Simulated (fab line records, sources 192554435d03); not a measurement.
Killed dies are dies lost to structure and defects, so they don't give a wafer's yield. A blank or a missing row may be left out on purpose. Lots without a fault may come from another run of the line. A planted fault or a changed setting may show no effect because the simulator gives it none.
One fault seen from 2 desks | flow n5_finfet | each desk has only its own numbers; what lay behind them comes last

THE TOOL OWNER'S DESK: pecvd-01
The tool's own readings at N5_BEOL_M4_ILD_DEP_00 (deposits SiOC from DEMS/O2, target thk 79 nm, time 15.3 s): means of the sampled wafers that have a number, for each lot that ran on this tool. A lot is out of limits, marked OUT, if its mean lies more than 4 standard deviations from the usual mean; the brackets give that distance.
Columns: A = heater_power_w at N5_BEOL_M4_ILD_DEP_00, usual 497 W; B = showerhead_plenum_p_Torr at N5_BEOL_M4_ILD_DEP_00, usual 5.694 Torr; C = susceptor_temp_C at N5_BEOL_M4_ILD_DEP_00, usual 349.96 C; D = throttle_valve_pct at N5_BEOL_M4_ILD_DEP_00, usual 11.8 %
lot  | first seen here | A   | B     | C      | D
L975 | day 9 01:43     | 474 | 5.689 | 349.84 | 11.7
L980 | day 9 05:19     | 545 | 5.704 | 349.92 | 11.8
L978 | day 9 07:58     | 492 | 5.700 | 349.87 | 11.8
L981 | day 9 08:33     | 479 | 5.710 | 349.82 | 11.7
L982 | day 9 15:13     | 452 | 5.701 | 350.01 | 11.7
L983 | day 9 19:25     | 485 | 5.691 | 349.96 | 12.0
L996 | day 13 13:33    | 477 | 5.691 | 349.99 | 11.7
L995 | day 13 16:55    | 436 | 5.697 | 349.89 | 11.9
This desk's finding: nothing out of limits on any of the 8 lots.

THE METROLOGY DESK
What the gauges read, lot by lot, whatever tool the lot ran on: means of the sampled wafers that have a number. A lot is out of limits, marked OUT, if its mean lies more than 4 standard deviations from the usual mean; the brackets give that distance. Of its 11 readings 7 are shown: those that lie furthest out on some lot.
Columns: A = M4_ILD_THK at N5_BEOL_M4_THK_MEAS_01, usual 79.3 nm; B = DIBL_N at N5_BEOL_M4_RC_MEAS_101, usual 37.2 mV/V; C = DIBL_P at N5_BEOL_M4_RC_MEAS_101, usual 38 mV/V; D = IOFF_P at N5_BEOL_M4_RC_MEAS_101, usual 0.24 nA/um; E = SS_N at N5_BEOL_M4_RC_MEAS_101, usual 71.8 mV/dec; F = SS_P at N5_BEOL_M4_RC_MEAS_101, usual 73.6 mV/dec; G = VT_N at N5_BEOL_M4_RC_MEAS_101, usual 250 mV
lot  | first seen here | A    | B    | C  | D    | E    | F    | G
L975 | day 9 01:47     | 78.7 | 37.7 | 40 | 0.26 | 72.0 | 74.4 | 246
L980 | day 9 05:23     | 79.8 | 37.4 | 37 | 0.24 | 71.6 | 73.6 | 249
L978 | day 9 08:02     | 79.8 | 38.5 | 39 | 0.25 | 72.1 | 74.2 | 251
L981 | day 9 08:37     | 76.4 | 37.8 | 37 | 0.24 | 71.3 | 73.5 | 249
L982 | day 9 15:17     | 77.3 | 38.3 | 40 | 0.26 | 72.1 | 73.9 | 250
L983 | day 9 19:28     | 75.3 | 36.4 | 37 | 0.22 | 72.4 | 73.7 | 250
L990 | day 11 19:22    | 79.1 | 37.2 | 36 | 0.22 | 72.2 | 73.2 | 252
L991 | day 12 14:08    | 80.2 | 35.8 | 37 | 0.22 | 71.5 | 73.4 | 256
L996 | day 13 13:37    | 78.5 | 32.9 | 34 | 0.16 | 70.4 | 72.1 | 254
L995 | day 13 16:58    | 79.1 | 38.4 | 36 | 0.23 | 71.9 | 72.6 | 254
This desk's finding: nothing out of limits on any of the 10 lots.

PUT TOGETHER
The tool owner's desk saw nothing out of limits.
The metrology desk saw nothing out of limits.

WHAT THE SIMULATOR HAD PUT IN
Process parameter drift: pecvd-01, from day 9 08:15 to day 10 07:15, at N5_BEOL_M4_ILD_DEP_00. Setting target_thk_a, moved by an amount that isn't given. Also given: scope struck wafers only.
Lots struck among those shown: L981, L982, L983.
